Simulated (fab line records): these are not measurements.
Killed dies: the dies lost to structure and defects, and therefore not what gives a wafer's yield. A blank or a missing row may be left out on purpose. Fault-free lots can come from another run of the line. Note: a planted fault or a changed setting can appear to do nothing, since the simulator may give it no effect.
Which tool is to blame? + flow nandHarc + Sampling: 24 lots, 72 wafers, 4 of 1159 route steps

== WHAT THE GAUGES READ, wafer by wafer ==
NHARC_A_ONON_D1_THK_MEAS_34: measures by ellipsometry. Usual: thkNm 200.6 nm, standard deviation 2.6.
| lot  | measured     | on           | thkNm (nm)        | flag |
|------|--------------|--------------|-------------------|------|
| L074 | day 7 23:54  | filmMetro-01 | 197.4 201.2 204.2 |      |
| L076 | day 8 08:53  | filmMetro-01 | 200.3 198.1 203.7 |      |
| L075 | day 8 09:06  | filmMetro-02 | 200.3 203.0 203.9 |      |
| L077 | day 8 16:17  | filmMetro-01 | 199.1 201.5 201.7 |      |
| L078 | day 8 16:17  | filmMetro-02 | 201.3 201.4 202.7 |      |
| L080 | day 9 11:46  | filmMetro-01 | 201.0 201.1 202.4 |      |
| L079 | day 9 12:02  | filmMetro-01 | 200.1 200.8 200.6 |      |
| L081 | day 9 22:44  | filmMetro-02 | 201.0 200.7 203.6 |      |
| L082 | day 9 22:22  | filmMetro-01 | 197.3 199.7 200.7 |      |
| L083 | day 9 22:38  | filmMetro-01 | 197.8 199.5 203.5 |      |
| L085 | day 10 14:12 | filmMetro-02 | 199.1 200.1 200.5 |      |
| L084 | day 10 14:12 | filmMetro-01 | 196.5 199.0 200.5 |      |
| L086 | day 11 08:02 | filmMetro-01 | 201.9 205.2 204.8 |      |
| L087 | day 11 07:45 | filmMetro-01 | 199.3 197.8 198.9 |      |
| L088 | day 11 23:26 | filmMetro-01 | 199.4 198.9 201.7 |      |
| L089 | day 11 23:34 | filmMetro-02 | 196.7 197.8 204.7 |      |
| L090 | day 12 02:55 | filmMetro-01 | 195.9 195.7 199.8 |      |
| L092 | day 12 02:58 | filmMetro-02 | 202.1 199.9 204.4 |      |
| L091 | day 12 03:12 | filmMetro-02 | 195.5 199.2 202.8 |      |
| L093 | day 12 13:53 | filmMetro-02 | 203.7 196.0 199.1 |      |
| L094 | day 13 00:14 | filmMetro-02 | 200.1 198.7 202.4 |      |
| L095 | day 13 07:17 | filmMetro-01 | 199.6 202.9 202.6 |      |
| L097 | day 13 07:34 | filmMetro-01 | 200.2 199.7 196.2 |      |
| L096 | day 13 12:55 | filmMetro-01 | 199.2 203.2 201.3 |      |

NHARC_A_ONON_D1_INSPECT_32. Usual: rawDefectCount 74, standard deviation 23.
| lot  | measured     | on               | rawDefectCount | flag |
|------|--------------|------------------|----------------|------|
| L074 | day 7 23:59  | defectInspect-02 | 65 86 90       |      |
| L076 | day 8 08:57  | defectInspect-02 | 59 122 69      |      |
| L075 | day 8 09:10  | defectInspect-02 | 63 73 75       |      |
| L077 | day 8 16:22  | defectInspect-01 | 59 65 92       |      |
| L078 | day 8 16:20  | defectInspect-02 | 49 50 86       |      |
| L080 | day 9 11:50  | defectInspect-02 | 95 58 46       |      |
| L079 | day 9 12:07  | defectInspect-02 | 59 102 73      |      |
| L081 | day 9 22:49  | defectInspect-02 | 67 63 100      |      |
| L082 | day 9 22:27  | defectInspect-01 | 75 111 98      |      |
| L083 | day 9 22:43  | defectInspect-02 | 92 81 99       |      |
| L085 | day 10 14:16 | defectInspect-01 | 60 65 78       |      |
| L084 | day 10 14:16 | defectInspect-02 | 52 81 88       |      |
| L086 | day 11 08:05 | defectInspect-02 | 68 45 86       |      |
| L087 | day 11 07:50 | defectInspect-02 | 91 73 117      |      |
| L088 | day 11 23:30 | defectInspect-01 | 55 43 67       |      |
| L089 | day 11 23:40 | defectInspect-02 | 77 62 37       |      |
| L090 | day 12 02:59 | defectInspect-02 | 129 96 121     |      |
| L092 | day 12 03:04 | defectInspect-01 | 74 83 77       |      |
| L091 | day 12 03:17 | defectInspect-01 | 53 95 53       |      |
| L093 | day 12 13:56 | defectInspect-02 | 86 53 52       |      |
| L094 | day 13 00:20 | defectInspect-02 | 64 46 40       |      |
| L095 | day 13 07:22 | defectInspect-02 | 70 34 74       |      |
| L097 | day 13 07:37 | defectInspect-02 | 49 57 74       |      |
| L096 | day 13 13:00 | defectInspect-01 | 91 79 50       |      |

NHARC_A_CHANNEL_HOLE_D1_CD_MEAS_18. Usual: cdNm 99.2 nm, standard deviation 1.5.
| lot  | measured     | on       | cdNm (nm)         | flag |
|------|--------------|----------|-------------------|------|
| L074 | day 8 04:34  | cdSem-02 | 101.9 101.4 98.6  |      |
| L076 | day 8 14:11  | cdSem-01 | 98.3 97.8 99.2    |      |
| L075 | day 8 15:47  | cdSem-01 | 98.3 99.8 100.9   |      |
| L077 | day 8 22:38  | cdSem-03 | 96.9 97.8 96.9    |      |
| L078 | day 8 21:25  | cdSem-03 | 98.6 99.9 98.4    |      |
| L080 | day 9 16:14  | cdSem-01 | 96.8 101.7 97.4   |      |
| L079 | day 9 16:31  | cdSem-02 | 98.6 98.0 100.3   |      |
| L081 | day 10 05:20 | cdSem-02 | 97.8 100.4 97.1   |      |
| L082 | day 10 03:22 | cdSem-02 | 99.2 101.2 100.4  |      |
| L083 | day 10 04:58 | cdSem-03 | 99.7 95.9 99.4    |      |
| L085 | day 10 22:19 | cdSem-03 | 101.1 98.8 99.7   |      |
| L084 | day 10 22:23 | cdSem-01 | 99.5 102.1 100.7  |      |
| L086 | day 11 12:06 | cdSem-02 | 101.4 99.5 99.6   |      |
| L087 | day 11 12:04 | cdSem-01 | 99.9 97.1 100.0   |      |
| L088 | day 12 03:26 | cdSem-01 | 97.5 100.8 97.4   |      |
| L089 | day 12 03:44 | cdSem-02 | 101.2 100.1 100.4 |      |
| L090 | day 12 06:52 | cdSem-02 | 99.2 99.5 99.8    |      |
| L092 | day 12 07:26 | cdSem-02 | 99.1 100.6 100.0  |      |
| L091 | day 12 08:56 | cdSem-01 | 100.6 101.2 101.4 |      |
| L093 | day 12 19:00 | cdSem-02 | 98.6 101.1 99.5   |      |
| L094 | day 13 04:31 | cdSem-03 | 100.6 99.4 101.0  |      |
| L095 | day 13 15:37 | cdSem-01 | 95.9 99.3 97.7    |      |
| L097 | day 13 15:42 | cdSem-01 | 97.5 100.4 99.4   |      |
| L096 | day 13 20:55 | cdSem-02 | 101.7 99.3 98.8   |      |

== WHICH TOOL RAN EACH LOT (tool, then ch and the chambers of the sampled wafers, then the start) ==
| lot  | NHARC_P_BONDPAD_ACTIVATE_29       |
|------|-----------------------------------|
| L074 | rieDiel-11 ch 0,3, day 6 06:50    |
| L076 | rieDiel-10 ch 0,1,3, day 6 20:26  |
| L075 | rieDiel-10 ch 1,2,3, day 6 21:04  |
| L077 | rieDiel-10 ch 0,2,3, day 7 04:22  |
| L078 | rieDiel-10 ch 0,1,3, day 7 05:58  |
| L080 | rieDiel-11 ch 0,1, day 7 22:49    |
| L079 | rieDiel-11 ch 0,2, day 8 01:09    |
| L081 | rieDiel-10 ch 0,3, day 8 06:01    |
| L082 | rieDiel-11 ch 0,1, day 8 08:37    |
| L083 | rieDiel-11 ch 0,1, day 8 09:32    |
| L085 | rieDiel-10 ch 0,2,3, day 9 00:08  |
| L084 | rieDiel-10 ch 2,3, day 9 00:49    |
| L086 | rieDiel-10 ch 1,2, day 9 13:59    |
| L087 | rieDiel-10 ch 0,1,3, day 9 19:14  |
| L088 | rieDiel-10 ch 0,1,3, day 10 08:38 |
| L089 | rieDiel-06 ch 0,2,3, day 10 12:23 |
| L090 | rieDiel-11 ch 0,1,3, day 10 14:35 |
| L092 | rieDiel-06 ch 0,2,3, day 10 16:37 |
| L091 | rieDiel-11 ch 1,3, day 10 16:56   |
| L093 | rieDiel-10 ch 0,1,3, day 10 23:58 |
| L094 | rieDiel-10 ch 0,3, day 11 10:49   |
| L095 | rieDiel-10 ch 0,1,2, day 11 16:26 |
| L097 | rieDiel-10 ch 1,2,3, day 11 21:26 |
| L096 | rieDiel-06 ch 1,3, day 11 22:09   |
- NHARC_P_BONDPAD_ACTIVATE_29: chemistry N2, time 60 s.

== AS READ BY THE TOOLS THEMSELVES (means over the sampled wafers that have a number; for cases with no such wafer, the mark the record gives instead) ==
NHARC_P_BONDPAD_ACTIVATE_29. Usual: drypumpMotorCurrentA 5.9 A, standard deviation 0.58; n2FlowSccm 200.1 sccm, standard deviation 0.56; oesProductAu 0.999 a.u., standard deviation 0.0078; rfVppV 64.3 V, standard deviation 0.83; showerheadPlenumPTorr 1.80 Torr, standard deviation 0.076.
| lot  | tool       | drypumpMotorCurrentA (A) | n2FlowSccm (sccm) | oesProductAu (a.u.) | rfVppV (V) | showerheadPlenumPTorr (Torr) | flag |
|------|------------|--------------------------|-------------------|---------------------|------------|------------------------------|------|
| L074 | rieDiel-11 | 5.6                      | 199.5             | 1.005               | 64.2       | 1.75                         |      |
| L076 | rieDiel-10 | 5.9                      | 200.0             | 1.003               | 63.8       | 1.79                         |      |
| L075 | rieDiel-10 | 5.9                      | 199.2             | 1.003               | 63.9       | 1.79                         |      |
| L077 | rieDiel-10 | 5.9                      | 199.9             | 0.998               | 64.3       | 1.84                         |      |
| L078 | rieDiel-10 | 5.9                      | 200.6             | 0.995               | 64.1       | 1.79                         |      |
| L080 | rieDiel-11 | 6.1                      | 200.2             | 0.994               | 64.2       | 1.83                         |      |
| L079 | rieDiel-11 | 5.4                      | 200.1             | 1.000               | 63.9       | 1.79                         |      |
| L081 | rieDiel-10 | 5.4                      | 200.0             | 1.002               | 64.1       | 1.81                         |      |
| L082 | rieDiel-11 | 6.1                      | 200.4             | 0.995               | 64.2       | 1.83                         |      |
| L083 | rieDiel-11 | 6.1                      | 200.3             | 0.994               | 63.6       | 1.83                         |      |
| L085 | rieDiel-10 | 5.9                      | 199.7             | 0.999               | 63.0       | 1.84                         |      |
| L084 | rieDiel-10 | 5.8                      | 199.8             | 1.003               | 64.7       | 1.85                         |      |
| L086 | rieDiel-10 | 6.3                      | 200.0             | 0.999               | 64.8       | 1.83                         |      |
| L087 | rieDiel-10 | 5.9                      | 200.2             | 1.004               | 64.2       | 1.79                         |      |
| L088 | rieDiel-10 | 5.9                      | 200.0             | 0.997               | 63.2       | 1.79                         |      |
| L089 | rieDiel-06 | 5.6                      | 200.2             | 0.997               | 64.0       | 1.78                         |      |
| L090 | rieDiel-11 | 5.9                      | 200.2             | 1.001               | 63.6       | 1.78                         |      |
| L092 | rieDiel-06 | 5.7                      | 199.9             | 1.004               | 64.2       | 1.78                         |      |
| L091 | rieDiel-11 | 6.2                      | 199.8             | 0.991               | 64.1       | 1.77                         |      |
| L093 | rieDiel-10 | 5.9                      | 199.9             | 1.003               | 65.2       | 1.79                         |      |
| L094 | rieDiel-10 | 6.0                      | 199.4             | 0.998               | 64.8       | 1.84                         |      |
| L095 | rieDiel-10 | 6.4                      | 199.3             | 1.006               | 65.2       | 1.82                         |      |
| L097 | rieDiel-10 | 5.9                      | 200.5             | 0.996               | 63.8       | 1.79                         |      |
| L096 | rieDiel-06 | 5.4                      | 199.8             | 0.995               | 64.5       | 1.87                         |      |

== THE ANSWER, worked out from the rows above alone ==
Rule: lot off if the mean of its wafers having a number is beyond 3 standard deviations from the usual mean. A lot without any number at a reading at which 4 lots or more have one is off too. The other lots that the step has rows for count as sound. The gauges are gone through in route order, then the tools' own readings, and for those a lot's mean is taken as printed above. The first step at which some lot is off is used, and at that step the reading that is off furthest; a lot without a number counts as furthest.
Nothing can be told from this: no lot is off at any reading shown.

== WHAT THE SIMULATOR PUT IN ==
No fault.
